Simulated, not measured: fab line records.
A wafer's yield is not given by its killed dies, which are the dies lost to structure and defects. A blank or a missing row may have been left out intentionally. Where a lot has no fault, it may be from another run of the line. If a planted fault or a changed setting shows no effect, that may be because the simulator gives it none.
fab line records | flow n5-finfet
record lots=12 wafers=36 last-day=17
route steps=1938 shown BEOL_M4@1083 PAD_METAL@1894 PASSIVATION@1936
lots with no fault: from the same line, run without faults
start-h: the number of hours between the record's first day and the start of the first shown wafer of the lot | wait-h: how many hours have passed since the lot's step before this one | " identical to the entry in the row above | L1.1+2: one row covering several wafers at once | - either no value or no given start | * or withheld: withheld | < > ~ a bound
route shown NAME@n: NAME is a module with steps in the file, n the number in the route of the first one | usual: mean and standard deviation over wafers with no fault | same: alike in all rows | chamber/n: place in a boat | sites: the reading at each site | _std_site: their standard deviation | _edge_site: the outer-site mean with the inner-site mean subtracted | radius-mm: how far each site lies from the wafer's centre | mask NAME#n: copy n | behind: the most recent tool/chamber to have shaped the wafer | hold: why the lot went on hold/how many hours it stayed there/how the hold came to an end | device: transistor that didn't switch, given as n, p or np | end of line: tests of these same wafers at the route's end | a step with no rows: only its recipe | killed: dies that structure and defects cost at the first sort, which is not the same as the wafer's yield | map: the dies of a wafer, with x for killed, . for not killed, _ for no die there
set.NAME: setting as actually run; set.NAME@STEP: the setting as run at that earlier step | model.NAME: the simulator's own value behind a step, which no gauge read
one table for each step of the route and one row for each wafer, over a sample of lots
services: from which hour (start-h, from the record's first day; less than 0 if before it) a tool's chamber was out of use, for how many hours, and why
## steps
# step N5_BEOL_M4_CVD_47
# recipe material=Co target-thk-a=30 temp-c=withheld precursor=CCTBA/H2 pressure-torr=30 time-s=223.8
# usual chamber-pressure-Torr=30.01/0.068
# columns lot.wafer tool chamber start-h wait-h chamber-pressure-Torr
L543.1 cvd-co-02 1 164.99 0.1 29.93
L543.2 " 2 " " 29.99
L543.5 " 1 " " 30.02
L544.1 cvd-co-02 2 168.01 0.1 30.02
L544.2 " 1 " " 30.02
L544.3 " 0 " " 29.90
L545.1 cvd-co-01 0 170.21 0.0 30.05
L545.2 " 1 " " 29.90
L545.4 " 1 " " 29.90
L546.2 cvd-co-01 0 173.56 0.1 30.02
L546.3 " 2 " " 29.94
L546.5 " 0 " " 30.06
L547.2 cvd-co-01 1 185.93 0.0 30.04
L547.3 " 0 " " 30.00
L547.6 " 0 " " 30.00
L548.1 cvd-co-01 1 188.85 0.1 30.02
L548.4 " 0 " " 30.03
L548.6 " 2 " " 30.09
L549.4 cvd-co-02 1 192.42 0.2 30.01
L549.5 " 2 " " 29.98
L549.6 " 0 " " 29.97
L554.1 cvd-co-01 2 229.42 0.0 29.92
L554.5 " 0 " " 29.98
L554.6 " 2 " " 30.04
L555.1 cvd-co-01 1 235.98 0.1 30.02
L555.2 " 0 " " 30.06
L555.4 " 2 " " 29.97
L566.1 cvd-co-02 2 305.00 0.0 30.07
L566.2 " 1 " " 29.93
L566.3 " 0 " " 29.91
L564.3 cvd-co-02 2 308.53 0.0 30.00
L564.5 " 0 " " 29.92
L564.6 " 2 " " 29.95
L565.1 cvd-co-02 2 308.80 0.3 30.01
L565.4 " 0 " " 30.00
L565.6 " 2 " " 30.02
# step N5_PASSIVATION_PRE_CLEAN_19
# recipe gas=H2/He time-s=* temp-c=*
# usual heater-power-w=457/35 susceptor-temp-C=*
# columns lot.wafer tool chamber start-h wait-h heater-power-w susceptor-temp-C
L543.1 pvd-sputter-02 - 261.21 0.0 421 *
L543.2 " - " " 426 *
L543.5 " - " " 425 *
L545.1 pvd-sputter-01 - 264.89 0.0 430 *
L545.2 " - " " 460 *
L545.4 " - " " 503 *
L544.1 pvd-sputter-01 - 272.43 0.0 457 *
L544.2 " - " " 497 *
L544.3 " - " " 462 *
L546.2 pvd-sputter-02 - 279.21 0.0 422 *
L546.3 " - " " 487 *
L546.5 " - " " 425 *
L547.2 pvd-sputter-01 - 292.70 0.0 437 *
L547.3 " - " " 459 *
L547.6 " - " " 448 *
L549.4 pvd-sputter-02 - 303.19 0.0 428 *
L549.5 " - " " 433 *
L549.6 " - " " 436 *
L548.1 pvd-sputter-01 - 303.68 0.0 463 *
L548.4 " - " " 499 *
L548.6 " - " " 452 *
L554.1 pvd-sputter-03 - 337.75 0.0 428 *
L554.5 " - " " 527 *
L554.6 " - " " 427 *
L555.1 pvd-sputter-01 - 356.63 0.0 448 *
L555.2 " - " " 493 *
L555.4 " - " " 458 *
L566.1 pvd-sputter-02 - 404.07 0.0 420 *
L566.2 " - " " 412 *
L566.3 " - " " 495 *
L564.3 pvd-sputter-02 - 404.53 0.0 424 *
L564.5 " - " " 486 *
L564.6 " - " " 435 *
L565.1 pvd-sputter-03 - 408.09 0.0 519 *
L565.4 " - " " 530 *
L565.6 " - " " 507 *
# step N5_PASSIVATION_PROBE_49
# usual defect-limited-yield=91.1/1.4 killed_at_M0_to_M3=34/11 killed_at_M4_up=14/5.7 killed-at-contacts=14/6.9 killed-at-front-end=40/11 killed-at-other=4/3.1 killed-dies=105/17 killed-on-rim=14/4.1 killed-open=70/13 killed-short=34/7.6 sort_bin_5_function=5.3/0.95 sort_bin_6_memory=3.3/0.64 sort-n-pass=1075/17 sort-yield-pct=91.1/1.4
# same gross-dies=1180 killed-at-back-side=0 sort_bin_4_leakage[%]=0 sort_bin_8_speed[%]=0
# columns lot.wafer tool chamber start-h wait-h defect-limited-yield[%] killed_at_M0_to_M3 killed_at_M4_up killed-at-contacts killed-at-front-end killed-at-other killed-dies killed-on-rim killed-open killed-short sort_bin_5_function[%] sort_bin_6_memory[%] sort-n-pass sort-yield-pct[%]
L543.1 prober-02 - 266.81 0.0 91.3 32 23 14 30 4 103 16 72 30 5.7 2.8 1077 91.3
L543.2 prober-02 - 266.86 0.1 90.9 35 13 8 49 2 107 15 61 45 5.8 2.7 1073 90.9
L543.5 prober-02 - 267.01 0.2 91.2 33 9 17 39 6 104 16 64 40 5.4 2.9 1076 91.2
L545.1 prober-01 - 270.51 0.0 92.3 35 6 9 37 4 91 7 59 32 4.5 3.1 1089 92.3
L545.2 prober-01 - 270.56 0.1 88.6 53 11 10 52 8 134 12 88 43 6.2 4.7 1046 88.6
L545.4 prober-01 - 270.66 0.2 92.3 29 15 8 30 9 91 12 62 29 4.7 2.9 1089 92.3
L544.1 prober-02 - 278.40 0.0 90.0 17 20 24 53 4 118 17 86 30 5.7 4.2 1062 90.0
L544.2 prober-02 - 278.45 0.1 93.1 20 9 17 35 0 81 8 51 28 4.5 2.1 1099 93.1
L544.3 prober-02 - 278.50 0.1 91.4 43 7 11 40 1 102 21 62 38 4.5 3.6 1078 91.4
L546.2 prober-01 - 284.88 0.1 89.8 48 16 7 48 1 120 18 77 38 6.4 3.1 1060 89.8
L546.3 prober-01 - 284.93 0.1 90.3 57 20 3 31 4 115 15 73 39 5.7 3.6 1065 90.3
L546.5 prober-01 - 285.03 0.2 91.3 35 21 4 42 1 103 9 69 30 4.7 4.1 1077 91.3
L547.2 prober-02 - 298.59 0.1 92.6 20 12 16 27 12 87 14 63 22 4.2 2.8 1093 92.6
L547.3 prober-02 - 298.64 0.1 93.9 24 4 6 37 1 72 7 49 20 3.5 2.5 1108 93.9
L547.6 prober-02 - 298.79 0.3 92.0 20 8 11 41 14 94 10 64 28 4.5 3.1 1086 92.0
L554.1 prober-01 - 343.49 0.0 83.0 21 111 20 47 2 201 31 65 31 10.2 3.9 979 83.0
L554.5 prober-01 - 343.69 0.2 83.1 45 109 17 23 5 199 26 63 34 9.8 4.7 981 83.1
L554.6 prober-01 - 343.74 0.3 81.5 21 124 13 52 8 218 31 69 37 11.2 4.2 962 81.5
L555.1 prober-01 - 362.11 0.0 80.8 34 154 9 25 5 227 11 62 19 11.5 4.9 953 80.8
L555.2 prober-01 - 362.16 0.1 83.8 32 116 12 31 0 191 27 59 24 9.9 3.9 989 83.8
L555.4 prober-01 - 362.26 0.2 82.8 45 124 5 27 2 203 31 66 26 11.2 3.2 977 82.8
# killed by level:class
L543.1 BEOL_M4:geometric-particle:open=11 MOL_CONTACT_COAG:geometric-particle:open=10 BEOL_M3:geometric-particle:open=8 STI_FIN_REVEAL:geometric-particle:open=8 FIN_SAQP:geometric-particle:short=5 BEOL_M0_SAQP:geometric-particle:short=5 STARTING-WAFER:geometric-particle:open=5 GATE_CUT:geometric-particle:short=4
L543.2 FIN_SAQP:geometric-particle:open=12 BEOL_M0_SAQP:geometric-particle:short=10 FIN_SAQP:geometric-particle:short=9 MOL_CONTACT_COAG:geometric-particle:open=8 BEOL_M0_SAQP:geometric-particle:open=8 STI_FIN_REVEAL:geometric-particle:open=6 BEOL_M3:geometric-particle:short=6 BEOL_M1:geometric-particle:open=5
L543.5 MOL_CONTACT_COAG:geometric-particle:open=14 STI_FIN_REVEAL:geometric-particle:open=10 BEOL_M3:geometric-particle:short=9 FIN_SAQP:geometric-particle:short=6 BEOL_M0_SAQP:geometric-particle:short=6 BEOL_M0_SAQP:geometric-particle:open=6 BEOL_M3:geometric-particle:open=5 BEOL_M4:geometric-particle:open=5
L545.1 BEOL_M0_SAQP:geometric-particle:short=9 FIN_SAQP:geometric-particle:open=7 MOL_CONTACT_COAG:geometric-particle:open=7 BEOL_M0_SAQP:geometric-particle:open=7 BEOL_M3:geometric-particle:open=6 STI_FIN_REVEAL:geometric-particle:open=5 DUMMY_GATE:geometric-particle:open=5 FIN_SAQP:geometric-particle:short=4
L545.2 STI_FIN_REVEAL:geometric-particle:open=13 BEOL_M3:geometric-particle:open=13 BEOL_M0_SAQP:geometric-particle:short=12 BEOL_M0_SAQP:geometric-particle:open=12 DUMMY_GATE:geometric-particle:open=8 MOL_CONTACT_COAG:geometric-particle:open=8 FIN_SAQP:geometric-particle:open=5 FIN_SAQP:geometric-particle:short=4
L545.4 FIN_SAQP:geometric-particle:open=9 MOL_CONTACT_COAG:geometric-particle:open=8 BEOL_M0_SAQP:geometric-particle:short=8 BEOL_M1:geometric-particle:open=7 GATE_CUT:geometric-particle:short=6 BEOL_M3:geometric-particle:open=5 BEOL_M0_SAQP:geometric-particle:open=5 BEOL_M4:geometric-particle:open=5
L544.1 MOL_CONTACT_COAG:geometric-particle:open=19 FIN_SAQP:geometric-particle:short=11 DUMMY_GATE:geometric-particle:open=11 STI_FIN_REVEAL:geometric-particle:open=10 FIN_SAQP:geometric-particle:open=9 BEOL_M1:geometric-particle:open=8 BEOL_M4:geometric-particle:open=7 MOL_CONTACT_COAG:geometric-particle:short=5
L544.2 MOL_CONTACT_COAG:geometric-particle:open=13 FIN_SAQP:geometric-particle:short=7 BEOL_M0_SAQP:geometric-particle:open=7 BEOL_M0_SAQP:geometric-particle:short=6 STARTING-WAFER:geometric-particle:open=6 DUMMY_GATE:geometric-particle:open=4 GATE_CUT:geometric-particle:short=4 MOL_CONTACT_COAG:geometric-particle:short=4
L544.3 FIN_SAQP:geometric-particle:open=12 BEOL_M2:geometric-particle:short=10 BEOL_M2:geometric-particle:open=7 FIN_SAQP:geometric-particle:short=6 BEOL_M0_SAQP:geometric-particle:short=6 MOL_CONTACT_COAG:geometric-particle:open=6 BEOL_M1:geometric-particle:open=6 BEOL_M4:geometric-particle:open=6
L546.2 FIN_SAQP:geometric-particle:open=15 BEOL_M0_SAQP:geometric-particle:short=12 FIN_SAQP:geometric-particle:short=9 DUMMY_GATE:geometric-particle:open=9 BEOL_M1:geometric-particle:open=7 BEOL_M0_SAQP:geometric-particle:open=7 BEOL_M0:geometric-particle:open=7 BEOL_M3:geometric-particle:open=6
L546.3 BEOL_M0_SAQP:geometric-particle:short=15 BEOL_M0_SAQP:geometric-particle:open=12 BEOL_M3:geometric-particle:open=9 FIN_SAQP:geometric-particle:open=8 BEOL_M4:geometric-particle:open=8 DUMMY_GATE:geometric-particle:open=8 BEOL_M1:geometric-particle:open=8 BEOL_M4:geometric-particle:short=6
L546.5 FIN_SAQP:geometric-particle:open=13 BEOL_M0_SAQP:geometric-particle:open=11 BEOL_M4:geometric-particle:open=10 STI_FIN_REVEAL:geometric-particle:open=9 FIN_SAQP:geometric-particle:short=6 BEOL_M1:geometric-particle:open=6 DUMMY_GATE:geometric-particle:open=5 BEOL_M0_SAQP:geometric-particle:short=5
L547.2 MOL_CONTACT_COAG:geometric-particle:open=12 FIN_SAQP:geometric-particle:open=11 BEOL_M0:geometric-particle:open=6 BEOL_M4:geometric-particle:open=6 BEOL_M0_SAQP:geometric-particle:open=5 MOL_CONTACT_COAG:geometric-particle:short=4 MIM_TOP_ETCH:geometric-particle:short=3 STI_FIN_REVEAL:geometric-particle:open=3
L547.3 FIN_SAQP:geometric-particle:open=12 FIN_SAQP:geometric-particle:short=6 STI_FIN_REVEAL:geometric-particle:open=6 BEOL_M1:geometric-particle:open=6 MOL_CONTACT_COAG:geometric-particle:open=5 BEOL_M1:geometric-particle:short=5 BEOL_M0_SAQP:geometric-particle:open=4 BEOL_M0:geometric-particle:open=4
L547.6 FIN_SAQP:geometric-particle:open=12 MOL_CONTACT_COAG:geometric-particle:open=11 BEOL_M0_SAQP:geometric-particle:short=8 FIN_SAQP:geometric-particle:short=7 STI_FIN_REVEAL:geometric-particle:open=5 BEOL_M4:geometric-particle:open=5 STARTING-WAFER:geometric-particle:open=5 PAD_METAL:geometric-particle:open=4
L554.1 BEOL_M4:unspecified=105 MOL_CONTACT_COAG:geometric-particle:open=13 BEOL_M3:geometric-particle:open=9 SPACER0:geometric-particle:open=8 MOL_CONTACT_COAG:geometric-particle:short=7 FIN_SAQP:geometric-particle:open=6 DUMMY_GATE:geometric-particle:open=5 BEOL_M1:geometric-particle:open=5
L554.5 BEOL_M4:unspecified=102 MOL_CONTACT_COAG:geometric-particle:open=15 BEOL_M2:geometric-particle:open=10 BEOL_M0_SAQP:geometric-particle:short=9 BEOL_M3:geometric-particle:open=8 BEOL_M0_SAQP:geometric-particle:open=7 BEOL_M4:geometric-particle:open=5 SPACER0:geometric-particle:short=4
L554.6 BEOL_M4:unspecified=112 FIN_SAQP:geometric-particle:open=14 GATE_CUT:geometric-particle:short=13 MOL_CONTACT_COAG:geometric-particle:open=12 DUMMY_GATE:geometric-particle:open=7 FIN_SAQP:geometric-particle:short=6 BEOL_M4:geometric-particle:open=6 BEOL_M1:geometric-particle:open=5
L555.1 BEOL_M4:unspecified=144 BEOL_M2:geometric-particle:open=11 BEOL_M3:geometric-particle:open=10 MOL_CONTACT_COAG:geometric-particle:open=8 FIN_SAQP:geometric-particle:open=5 BEOL_M4:geometric-particle:open=5 DUMMY_GATE:geometric-particle:open=4 BEOL_M1:geometric-particle:open=4
L555.2 BEOL_M4:unspecified=106 BEOL_M3:geometric-particle:open=10 MOL_CONTACT_COAG:geometric-particle:open=9 STI_FIN_REVEAL:geometric-particle:open=8 BEOL_M1:geometric-particle:open=6 BEOL_M0_SAQP:geometric-particle:open=5 FIN_SAQP:geometric-particle:short=4 BEOL_M2:geometric-particle:open=4
L555.4 BEOL_M4:unspecified=111 BEOL_M2:geometric-particle:open=22 BEOL_M4:geometric-particle:open=10 BEOL_M0_SAQP:geometric-particle:open=8 FIN_SAQP:geometric-particle:short=6 DUMMY_GATE:geometric-particle:open=4 GATE_CUT:geometric-particle:short=4 MOL_CONTACT_COAG:geometric-particle:open=4
## services
# columns tool chamber start-h hours kind
cvd-co-01 - 153.44 0.8 repair
cvd-co-01 - 169.30 0.6 repair
cvd-co-02 - 208.14 2.8 pm
pvd-sputter-03 - 235.09 39.9 repair
cvd-co-02 - 236.69 1.0 repair
cvd-co-01 - 297.40 6.9 pm
cvd-co-01 1 333.33 - clean
cvd-co-01 1 333.33 22.0 scheduled-down
cvd-co-01 1 333.33 22.0 vent-cycle
## key
first-sign step=N5_PASSIVATION_PROBE_49 reading=killed_at_M4_up direction=up sigmas=19 usual=14 struck=123
effect step=N5_PASSIVATION_PROBE_49 reading=killed-dies direction=up sigmas=6.1 usual=105 struck=206
more-kills-born-at N5_BEOL_M4_CVD_47@cvd-co-01=680
met-at N5_BEOL_M4_CVD_47
struck-lots L554,L555
not-acting-at N5_PASSIVATION_PRE_CLEAN_19
onset-between 188.85 229.42
fault kind=chamber-particle-source tool=cvd-co-01 chamber=- onset-h=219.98 steps=N5_BEOL_M4_CVD_47 rate-per-visit-cm2=1.368 end-h=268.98
